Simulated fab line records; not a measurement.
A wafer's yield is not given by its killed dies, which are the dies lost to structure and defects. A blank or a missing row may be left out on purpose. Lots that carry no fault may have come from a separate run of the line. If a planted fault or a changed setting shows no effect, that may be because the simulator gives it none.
Chamber matching / flow n5_finfet / N5_BEOL_M7_STRIP_67 on rie_diel-02: 4 sister chambers
The step strips in CF4. 14 wafers are shown with their chamber, then 7 later ones without.

== WAFERS, EACH WITH ITS CHAMBER ==
wafer=L074.1; chamber=3; drypump_motor_current_A (A)=5.32; showerhead_plenum_p_Torr (Torr)=1.72; bias_power_w (W)=74.97
wafer=L074.2; chamber=1; drypump_motor_current_A (A)=5.66; showerhead_plenum_p_Torr (Torr)=1.74; bias_power_w (W)=75.45
wafer=L074.5; chamber=2; drypump_motor_current_A (A)=5.87; showerhead_plenum_p_Torr (Torr)=1.81; bias_power_w (W)=75.22
wafer=L079.1; chamber=1; drypump_motor_current_A (A)=5.66; showerhead_plenum_p_Torr (Torr)=1.74; bias_power_w (W)=75.59
wafer=L079.4; chamber=2; drypump_motor_current_A (A)=5.84; showerhead_plenum_p_Torr (Torr)=1.81; bias_power_w (W)=74.99
wafer=L079.6; chamber=2; drypump_motor_current_A (A)=5.83; showerhead_plenum_p_Torr (Torr)=1.81; bias_power_w (W)=74.97
wafer=L080.4; chamber=0; drypump_motor_current_A (A)=5.11; showerhead_plenum_p_Torr (Torr)=1.82; bias_power_w (W)=74.56
wafer=L080.5; chamber=3; drypump_motor_current_A (A)=5.33; showerhead_plenum_p_Torr (Torr)=1.71; bias_power_w (W)=75.60
wafer=L080.6; chamber=2; drypump_motor_current_A (A)=5.81; showerhead_plenum_p_Torr (Torr)=1.81; bias_power_w (W)=74.51
wafer=L083.2; chamber=2; drypump_motor_current_A (A)=5.86; showerhead_plenum_p_Torr (Torr)=1.81; bias_power_w (W)=75.20
wafer=L083.4; chamber=3; drypump_motor_current_A (A)=5.32; showerhead_plenum_p_Torr (Torr)=1.71; bias_power_w (W)=75.06
wafer=L083.6; chamber=2; drypump_motor_current_A (A)=5.81; showerhead_plenum_p_Torr (Torr)=1.81; bias_power_w (W)=75.00
wafer=L086.1; chamber=2; drypump_motor_current_A (A)=5.86; showerhead_plenum_p_Torr (Torr)=1.80; bias_power_w (W)=75.24
wafer=L086.2; chamber=0; drypump_motor_current_A (A)=5.10; showerhead_plenum_p_Torr (Torr)=1.82; bias_power_w (W)=74.73

SIGNATURES (means of the wafers above)
reading=drypump_motor_current_A; chamber 0=5.1050; chamber 1=5.6600; chamber 2=5.8400; chamber 3=5.3233; scatter within a chamber=0.0193
reading=showerhead_plenum_p_Torr; chamber 0=1.8200; chamber 1=1.7400; chamber 2=1.8086; chamber 3=1.7133; scatter within a chamber=0.0039
reading=bias_power_w; chamber 0=74.6450; chamber 1=75.5200; chamber 2=75.0186; chamber 3=75.2100; scatter within a chamber=0.253
Rule: distance of a wafer from a chamber = root of the sum over the readings of ((wafer's reading minus chamber's mean) / reading's scatter) squared. The wafer belongs to the nearest chamber; if the next one is less than 2 further off, it can't be placed. How the scatter is found: for the shown wafers, subtract from each reading the mean of its chamber, square and add these, divide the total by (wafers less chambers), then take the root.

== WAFERS WITH NO CHAMBER GIVEN ==
wafer=L086.4; drypump_motor_current_A (A)=5.65; showerhead_plenum_p_Torr (Torr)=1.74; bias_power_w (W)=75.15
wafer=L090.3; drypump_motor_current_A (A)=5.34; showerhead_plenum_p_Torr (Torr)=1.71; bias_power_w (W)=75.27
wafer=L090.5; drypump_motor_current_A (A)=5.31; showerhead_plenum_p_Torr (Torr)=1.71; bias_power_w (W)=75.40
wafer=L090.6; drypump_motor_current_A (A)=5.10; showerhead_plenum_p_Torr (Torr)=1.82; bias_power_w (W)=75.14
wafer=L092.2; drypump_motor_current_A (A)=5.63; showerhead_plenum_p_Torr (Torr)=1.73; bias_power_w (W)=74.70
wafer=L092.4; drypump_motor_current_A (A)=5.86; showerhead_plenum_p_Torr (Torr)=1.80; bias_power_w (W)=75.00
wafer=L092.6; drypump_motor_current_A (A)=5.31; showerhead_plenum_p_Torr (Torr)=1.70; bias_power_w (W)=75.35

== CHAMBER TAKEN BY EACH ==
wafer=L086.4; from the rows above=1; in truth=1
wafer=L090.3; from the rows above=3; in truth=3
wafer=L090.5; from the rows above=3; in truth=3
wafer=L090.6; from the rows above=0; in truth=0
wafer=L092.2; from the rows above=1; in truth=1
wafer=L092.4; from the rows above=2; in truth=2
wafer=L092.6; from the rows above=3; in truth=3
7 of 7 placed correctly. Left unplaced by these rows: 0. Placed wrongly: 0.
